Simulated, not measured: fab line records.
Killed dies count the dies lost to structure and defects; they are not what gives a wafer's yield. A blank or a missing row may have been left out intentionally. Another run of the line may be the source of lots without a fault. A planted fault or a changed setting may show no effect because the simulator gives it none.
Chamber matching | flow nand-harc | 4 sister chambers for NHARC_P_GATE_DESCUM_48 on rie-diel-10
The step chemistry O2, time 3 s. 8 wafers are shown with their chamber, then 7 later ones without.

WAFERS PAIRED WITH THEIR CHAMBERS
wafer  | chamber | showerhead-plenum-p-Torr (Torr) | drypump-motor-current-A (A)
L678.4 | 1       | 1.78                            | 6.5
L684.2 | 3       | 1.79                            | 6.0
L684.6 | 1       | 1.78                            | 6.5
L685.1 | 0       | 1.88                            | 6.0
L685.4 | 2       | 1.78                            | 5.9
L685.5 | 2       | 1.78                            | 5.9
L686.1 | 0       | 1.88                            | 5.9
L686.3 | 3       | 1.78                            | 6.1

WAFERS MISSING THEIR CHAMBER
wafer  | showerhead-plenum-p-Torr (Torr) | drypump-motor-current-A (A)
L686.4 | 1.78                            | 6.5
L687.2 | 1.78                            | 5.9
L687.3 | 1.78                            | 6.5
L687.4 | 1.78                            | 6.5
L689.1 | 1.78                            | 6.0
L689.4 | 1.88                            | 5.9
L689.6 | 1.79                            | 6.0

CHAMBER TAKEN BY EACH
wafer  | from the rows above     | in truth
L686.4 | 1                       | 1
L687.2 | 2                       | 2
L687.3 | 1                       | 1
L687.4 | 1                       | 1
L689.1 | can't be placed: 3 or 2 | 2
L689.4 | 0                       | 0
L689.6 | can't be placed: 3 or 2 | 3
Placed correctly: 5 of 7. From these rows, 2 cannot be placed; in 2 the true chamber is one of the candidates. Wrongly placed: 0.
How it was worked out, from the rows above alone: a wafer's distance from a chamber is the root of the sum, over the readings, of the square of ((its reading less the chamber's mean) divided by the reading's scatter). If the next closest chamber is less than 2 further off than the closest, the wafer can't be placed; otherwise it belongs to the closest. For every chamber, the mean is computed from those of its wafers that are shown. How the scatter is found: for the shown wafers, subtract from each reading the mean of its chamber, square and add these, divide the total by (wafers less chambers), then take the root.
